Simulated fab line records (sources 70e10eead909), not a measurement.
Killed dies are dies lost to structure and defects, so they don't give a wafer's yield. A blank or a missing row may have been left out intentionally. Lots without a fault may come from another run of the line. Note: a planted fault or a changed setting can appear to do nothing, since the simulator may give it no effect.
Chamber matching | flow nand_harc | cmp-01 running NHARC_P_M2_CMP_23: 4 sister chambers
The step polishes, t overpolish 20 s, target thk 144.3 nm. 4 wafers are shown with their chamber, then 7 later ones without.

## EACH WAFER AND ITS CHAMBER
wafer  | chamber | motor_current_A (A)
L078.5 | 1       | 11.4
L086.2 | 3       | 14.2
L091.3 | 2       | 11.4
L091.4 | 0       | 11.8

## WAFERS WITH NO CHAMBER GIVEN
wafer  | motor_current_A (A)
L091.6 | 11.7
L093.1 | 11.0
L093.3 | 14.3
L093.6 | 12.5
L096.2 | 10.7
L096.4 | 14.9
L096.6 | 12.1

## WHICH CHAMBER EACH WENT THROUGH
wafer  | from the rows above          | in truth
L091.6 | can't be placed: 0 or 1 or 2 | 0
L093.1 | can't be placed: 1 or 2 or 0 | 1
L093.3 | 3                            | 3
L093.6 | can't be placed: 0 or 1 or 2 | 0
L096.2 | can't be placed: 1 or 2 or 0 | 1
L096.4 | 3                            | 3
L096.6 | can't be placed: 0 or 1 or 2 | 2
Correctly placed: 2 of 7. Not placeable from these rows: 5 (in 5, the candidates include the true chamber). Number placed wrongly: 0.
How it was worked out, from the rows above alone: a wafer's distance from a chamber is the root of the sum, over the readings, of the square of ((its reading less the chamber's mean) divided by the reading's scatter). If the next closest chamber is less than 2 further off than the closest, the wafer can't be placed; otherwise it belongs to the closest. A chamber's mean is the mean of its shown wafers. The scatter (one wafer shown for each chamber): square how far every hidden wafer sits from the nearest shown wafer, average those squares and take the square root.
